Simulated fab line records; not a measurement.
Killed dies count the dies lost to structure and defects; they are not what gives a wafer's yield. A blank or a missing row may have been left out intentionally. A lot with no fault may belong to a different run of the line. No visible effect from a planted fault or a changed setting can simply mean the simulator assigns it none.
Which tool did it? | flow n5Finfet | Sampling: 24 lots, 72 wafers, 4 of 1938 route steps

WHAT THE GAUGES READ, wafer by wafer
N5_BEOL_M5_INSPECT_58: inspects for defects (darkfield).
lot  | measured     | on               | rawDefectCount
L074 | day 8 20:31  | defectInspect-02 | 85 104 84
L075 | day 9 00:40  | defectInspect-01 | 65 83 51
L076 | day 10 01:27 | defectInspect-01 | 52 51 75
L078 | day 10 01:48 | defectInspect-01 | 70 51 60
L081 | day 10 06:57 | defectInspect-02 | 77 77 66
L079 | day 10 12:26 | defectInspect-02 | 65 105 103
L080 | day 10 14:29 | defectInspect-01 | 130 89 60
L077 | day 10 14:31 | defectInspect-02 | 130 81 91
L082 | day 10 19:25 | defectInspect-01 | 51 72 55
L083 | day 10 22:16 | defectInspect-01 | 81 124 98
L084 | day 11 05:20 | defectInspect-02 | 71 124 66
L085 | day 11 16:24 | defectInspect-01 | 65 37 43
L086 | day 12 00:49 | defectInspect-02 | 38 63 56
L087 | day 12 03:17 | defectInspect-01 | 95 44 69
L088 | day 12 17:47 | defectInspect-02 | 72 72 50
L091 | day 12 18:58 | defectInspect-01 | 79 66 67
L089 | day 13 00:03 | defectInspect-02 | 77 82 75
L090 | day 13 05:31 | defectInspect-02 | 45 63 46
L093 | day 13 11:25 | defectInspect-01 | 37 72 61
L092 | day 13 15:50 | defectInspect-01 | 58 72 54
L094 | day 13 16:08 | defectInspect-02 | 76 108 64
L095 | day 14 08:56 | defectInspect-02 | 93 80 79
L097 | day 14 15:13 | defectInspect-01 | 84 83 59
L096 | day 14 15:17 | defectInspect-02 | 42 64 63

N5_BEOL_M6_CD_MEAS_28 targets a cd of 40 nm.
lot  | measured     | on       | cdNm (nm)
L074 | day 9 00:19  | cdSem-03 | 39.85 39.95 40.22
L075 | day 9 03:34  | cdSem-03 | 39.23 40.00 39.72
L076 | day 10 05:44 | cdSem-02 | 39.70 39.98 39.92
L078 | day 10 05:55 | cdSem-03 | 39.72 39.67 39.95
L081 | day 10 11:23 | cdSem-03 | 39.98 39.73 39.82
L079 | day 10 17:47 | cdSem-03 | 39.75 39.46 39.62
L080 | day 10 21:47 | cdSem-01 | 39.72 39.59 39.50
L077 | day 10 21:53 | cdSem-03 | 39.71 40.10 39.89
L082 | day 11 03:27 | cdSem-01 | 39.61 39.50 39.58
L083 | day 11 03:29 | cdSem-03 | 39.48 40.01 39.88
L084 | day 11 08:30 | cdSem-02 | 39.84 39.69 40.07
L085 | day 11 20:41 | cdSem-01 | 40.21 39.74 39.74
L086 | day 12 06:46 | cdSem-03 | 40.35 39.72 40.05
L087 | day 12 06:49 | cdSem-01 | 39.91 39.98 40.19
L088 | day 12 21:04 | cdSem-03 | 39.91 39.76 39.84
L091 | day 13 00:55 | cdSem-01 | 39.86 39.97 39.96
L089 | day 13 03:56 | cdSem-02 | 40.13 39.69 39.78
L090 | day 13 14:02 | cdSem-02 | 39.59 40.20 40.12
L093 | day 13 14:18 | cdSem-01 | 39.67 39.78 39.92
L092 | day 13 18:10 | cdSem-01 | 39.72 40.31 39.85
L094 | day 13 20:20 | cdSem-02 | 39.46 40.24 39.56
L095 | day 14 17:01 | cdSem-01 | 39.84 39.69 39.92
L097 | day 14 22:30 | cdSem-01 | 39.64 39.30 39.83
L096 | day 14 22:33 | cdSem-02 | 39.82 39.91 39.80

TOOL THAT RAN EACH LOT (tool first, then ch and the chambers of the sampled wafers, then the start)
lot  | N5_BEOL_M5_SURFACE_TREAT_87 | N5_BEOL_M5_ANNEAL_89
L074 | pvdSputter-03, day 8 14:30  | pvdSputter-02, day 8 18:25
L075 | pvdSputter-01, day 8 18:49  | pvdSputter-01, day 8 22:34
L076 | pvdSputter-01, day 9 19:25  | pvdSputter-01, day 9 23:11
L078 | pvdSputter-02, day 9 20:03  | pvdSputter-02, day 9 23:41
L081 | pvdSputter-02, day 10 01:17 | pvdSputter-01, day 10 04:51
L079 | pvdSputter-01, day 10 06:42 | pvdSputter-03, day 10 10:20
L080 | pvdSputter-02, day 10 08:32 | pvdSputter-02, day 10 12:06
L077 | pvdSputter-02, day 10 08:37 | pvdSputter-01, day 10 12:19
L082 | pvdSputter-03, day 10 13:40 | pvdSputter-01, day 10 17:20
L083 | pvdSputter-02, day 10 16:22 | pvdSputter-02, day 10 20:10
L084 | pvdSputter-03, day 10 23:38 | pvdSputter-01, day 11 03:16
L085 | pvdSputter-03, day 11 10:39 | pvdSputter-03, day 11 14:17
L086 | pvdSputter-01, day 11 18:56 | pvdSputter-02, day 11 22:41
L087 | pvdSputter-01, day 11 21:25 | pvdSputter-01, day 12 01:12
L088 | pvdSputter-01, day 12 12:02 | pvdSputter-01, day 12 15:42
L091 | pvdSputter-02, day 12 13:14 | pvdSputter-03, day 12 16:48
L089 | pvdSputter-01, day 12 18:21 | pvdSputter-01, day 12 21:57
L090 | pvdSputter-01, day 12 23:34 | pvdSputter-01, day 13 03:25
L093 | pvdSputter-03, day 13 05:35 | pvdSputter-03, day 13 09:20
L092 | pvdSputter-01, day 13 10:11 | pvdSputter-03, day 13 13:45
L094 | pvdSputter-02, day 13 10:23 | pvdSputter-02, day 13 14:01
L095 | pvdSputter-03, day 14 03:07 | pvdSputter-03, day 14 06:49
L097 | pvdSputter-01, day 14 08:19 | pvdSputter-03, day 14 11:57
L096 | pvdSputter-01, day 14 09:22 | pvdSputter-01, day 14 13:02
- N5_BEOL_M5_SURFACE_TREAT_87
- N5_BEOL_M5_ANNEAL_89: time 1800 s.

AS READ BY THE TOOLS THEMSELVES (means over the sampled wafers that have a number; for cases with no such wafer, the mark the record gives instead)
N5_BEOL_M5_ANNEAL_89.
lot  | tool          | heaterPowerW (W) | susceptorTempC (C)
L074 | pvdSputter-02 | 845              | 399.96
L075 | pvdSputter-01 | 858              | 400.01
L076 | pvdSputter-01 | 869              | 399.94
L078 | pvdSputter-02 | 938              | 400.15
L081 | pvdSputter-01 | 857              | 399.81
L079 | pvdSputter-03 | 727              | 400.14
L080 | pvdSputter-02 | 921              | 400.06
L077 | pvdSputter-01 | 807              | 400.02
L082 | pvdSputter-01 | 894              | 400.07
L083 | pvdSputter-02 | 1010             | 400.29
L084 | pvdSputter-01 | 827              | 399.84
L085 | pvdSputter-03 | 722              | 399.91
L086 | pvdSputter-02 | 865              | 399.91
L087 | pvdSputter-01 | 865              | 399.80
L088 | pvdSputter-01 | 821              | 399.76
L091 | pvdSputter-03 | 877              | 400.13
L089 | pvdSputter-01 | 869              | 399.95
L090 | pvdSputter-01 | 872              | 399.96
L093 | pvdSputter-03 | 859              | 399.92
L092 | pvdSputter-03 | 782              | 400.13
L094 | pvdSputter-02 | 777              | 399.94
L095 | pvdSputter-03 | 733              | 400.21
L097 | pvdSputter-03 | 804              | 400.27
L096 | pvdSputter-01 | 870              | 400.10

THE ANSWER, worked out from the rows above alone
Rule: usual is defined by the lots themselves. The widest of any qualifying gaps counts: lots, ordered by their means at a reading, are off when they make up no more than a third of the lots, leave a main group of 4 or more, and stand apart from it by 3 or more times the standard deviation of that group's means. Not used: any main group whose means are identical at the precision the tables above print for the reading. Also off: a lot with no number at a reading for which 4 or more lots have one. Any other lot the step has rows for is counted as sound. First the gauges in route order, then the tools' own readings, where a lot's mean is used as printed above. At the first step where some lot is off, the reading lying furthest off is the one used; lots without a number count as furthest.
No lot is off at any reading shown: from this, nothing can be told.

WHAT WAS PUT IN BY THE SIMULATOR
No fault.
